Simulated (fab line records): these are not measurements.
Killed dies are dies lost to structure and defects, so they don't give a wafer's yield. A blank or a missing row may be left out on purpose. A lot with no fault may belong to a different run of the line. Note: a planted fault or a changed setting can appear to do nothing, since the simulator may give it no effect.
8D (eight disciplines) problem report, filled in by code | flow nand-harc | the parts of the form that need people (team, actions taken, sign-off) are left out

== 1. WHAT IS WRONG ==
At NHARC_A_BONDPAD_ETCH_12, rf-fwd-power-W averages 556.6 W over 6 wafers from 2 lots, while fault-free wafers read 497.1 W, standard deviation 1.9. Measured from the usual mean, that is +31 standard deviations.
The step: etches the open film in CHF3/O2, target depth 220 nm, time 110 s.
Seen first at day 22 12:10 on rie-diel-03, wafer L173.2. Wafers with a number at this step in the record: 36, from 12 lots. Rule for "out", or "out of limits": more than 4 standard deviations from the usual mean. The other wafers with a number count as sound.

== 2. WHAT IT IS; WHAT IT IS NOT ==
question                    | is                     | is not
which readings at this step | rf-fwd-power-W         | drypump-motor-current-A, mfc-ar-sccm, rf-vpp-V, showerhead-plenum-p-Torr, throttle-valve-pct
which lots                  | L173, L177             | L155, L156, L159, L160, L163, L164, L165, L166, L170, L175
which wafers of those lots  | all that have a number | -
read on which tools         | rie-diel-03            | rie-diel-07
when                        | from day 22 12:10      | up to then (27 sound wafers); but 3 sound wafers of L175 came after

== 3. THE SUSPECTS, EACH WITH WHAT RULES IT OUT ==
Counting: a tool stays on the suspect list if, at a process step up to the reading, it processed all lots that are out and no sound lot following the first of them.
- rie-diel-03 at NHARC_A_BONDPAD_ETCH_12 (etches the open film in CHF3/O2, target depth 220 nm, time 110 s): kept. It processed each lot that is out, first L173 at day 22 12:10, and no sound lot thereafter; up to then, the last sound lot it processed was L170 at day 21 03:45. Its own rf-fwd-power-W readings are out on those wafers.
Left after counting: rie-diel-03 at NHARC_A_BONDPAD_ETCH_12.

== 4. THE CAUSE (what the simulator had put in) ==
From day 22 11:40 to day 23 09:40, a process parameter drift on rie-diel-03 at NHARC_A_BONDPAD_ETCH_12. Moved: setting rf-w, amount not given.
Counting left only this tool.

== 5. SEQUENCE OF EFFECTS, ordered by route ==
One row per reading whose mean, taken over the struck wafers that have a number, lies over 3 standard deviations from the usual. Readings are gone through only where the record gives a usual standard deviation; hours: the median, over the lots, of the time from a lot's start at the first step in this table giving one to that lot's start at this step; sigmas: the change measured in usual standard deviations.
hours | step                    | reading        | usual      | on struck wafers | change | sigmas
0     | NHARC_A_BONDPAD_ETCH_12 | oes-product-au | 0.949 a.u. | 1.024            | +0.075 | +3.6
0     | NHARC_A_BONDPAD_ETCH_12 | rf-fwd-power-W | 497.1 W    | 556.6            | +59.5  | +31
Process steps it contains:
- NHARC_A_BONDPAD_ETCH_12: etches the open film in CHF3/O2, target depth 220 nm, time 110 s.
At these later measuring or inspecting steps, every struck wafer for which the step has a row has a number for every such reading, and none has moved that far: NHARC_END_SORT_01.

== 6. HOW IT WOULD HAVE BEEN CAUGHT EARLIER ==
0 hours passed between the start of the fault at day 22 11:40 and the first reading out of limits in this record, taken at day 22 12:10.
